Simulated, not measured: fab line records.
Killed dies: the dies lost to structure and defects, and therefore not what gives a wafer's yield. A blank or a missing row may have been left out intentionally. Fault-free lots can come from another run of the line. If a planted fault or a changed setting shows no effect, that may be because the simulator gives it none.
Split-lot study | flow n5_finfet | 21 wafers read across 7 lots, on a route 1938 steps long

== THE SPLIT ==
At N5_MIM_BOT_ETCH_ETCH_04 (etches SiNx in CF4/O2, target depth 26 nm, time 13 s), the setting time_s was moved away from the recipe's 13 s on 8 of the 21 wafers read, by -17.7% to +12.3%. This setting was run at the recipe's value on the other wafers.

Reading taken at the split's own step.

== THE READING ==
etch.depth_nm (the simulator's own value, which no gauge read), in nm, at N5_MIM_BOT_ETCH_ETCH_04 (etches SiNx in CF4/O2, target depth 26 nm, time 13 s). No usual value for it is given in the file. The 13 wafers here that ran the recipe average 26.00 nm, standard deviation 0.39 nm.

wafer  | tool, chamber at the split | time_s as run, s | against the recipe | etch.depth_nm, nm | against lot-mates on the recipe
L075.4 | rie_diel-02, 3             | 11.68            | -10.2%             | 23.49             | -2.04
L075.5 | rie_diel-02, 2             | 13               | recipe             | 25.51             | -
L075.6 | rie_diel-02, 1             | 13               | recipe             | 25.55             | -
L077.1 | rie_diel-02, 0             | 10.8             | -16.9%             | 21.13             | -5.18
L077.2 | rie_diel-02, 3             | 13               | recipe             | 26.36             | -
L077.5 | rie_diel-02, 3             | 13               | recipe             | 26.27             | -
L078.1 | rie_diel-05, 0             | 10.7             | -17.7%             | 21.54             | -5.17
L078.4 | rie_diel-05, 2             | 13               | recipe             | 26.71             | -
L078.5 | rie_diel-05, 2             | 10.7             | -17.7%             | 21.92             | -4.79
L076.1 | rie_diel-02, 3             | 13               | recipe             | 26.1              | -
L076.3 | rie_diel-02, 0             | 13               | recipe             | 25.44             | -
L076.6 | rie_diel-02, 2             | 13               | recipe             | 25.48             | -
L092.3 | rie_diel-03, 3             | 11.6             | -10.8%             | 23.47             | -2.52
L092.4 | rie_diel-03, 2             | 13               | recipe             | 25.97             | -
L092.5 | rie_diel-03, 3             | 13               | recipe             | 26                | -
L095.3 | rie_diel-03, 3             | 13               | recipe             | 26.22             | -
L095.4 | rie_diel-03, 3             | 10.84            | -16.6%             | 21.84             | -4.38
L095.5 | rie_diel-03, 1             | 10.84            | -16.6%             | 22.46             | -3.76
L096.1 | rie_diel-05, 3             | 13               | recipe             | 26.47             | -
L096.2 | rie_diel-05, 1             | 14.6             | +12.3%             | 28.53             | +2.36
L096.4 | rie_diel-05, 2             | 13               | recipe             | 25.88             | -

FIT RESULTS
A straight line over all 21 wafers: etch.depth_nm changes by +0.24 nm for each +1% of time_s; r = +0.98; the points scatter about the line by 0.41 nm.
The same after taking each lot's own level away (the mean of its wafers on the recipe; 21 wafers): +0.256 nm for each +1%; r = +0.99; scatter 0.39 nm.
According to that fit, moving time_s by its largest amount changes the reading by 4.5 nm.
The lots' own levels span 25.530 to 26.710 nm, that is 3.0 times the standard deviation above.
The two slopes agree, so the slope changes little with the lot-to-lot level.
Check: for one of the wafers moved furthest among these (-17.7%), held out of the fit, the line's prediction against its lot-mates is -4.48 nm. It came out at -5.17 nm against them.

== ADDITIONAL SPLITS CARRIED BY THESE WAFERS ==
Before the reading, these wafers also passed through other splits. Each is held against what the fit with the lots' levels taken away leaves over:
other split on the same wafers             | wafers away from the commonest value | r with etch.depth_nm (lot level and that fit taken away)
N5_BEOL_M14_SPUTTER_43 power_w             | 8                                    | -0.38
N5_BEOL_M15_ILD_DEP_00 time_s              | 5                                    | -0.28
N5_MIM_BOT_LITHO_DEVELOP_07 develop_time_s | 7                                    | -0.05

== THE FILE'S OWN FIT ==
etch.depth_nm changes by +0.257 nm for each +1% of time_s, r = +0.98.
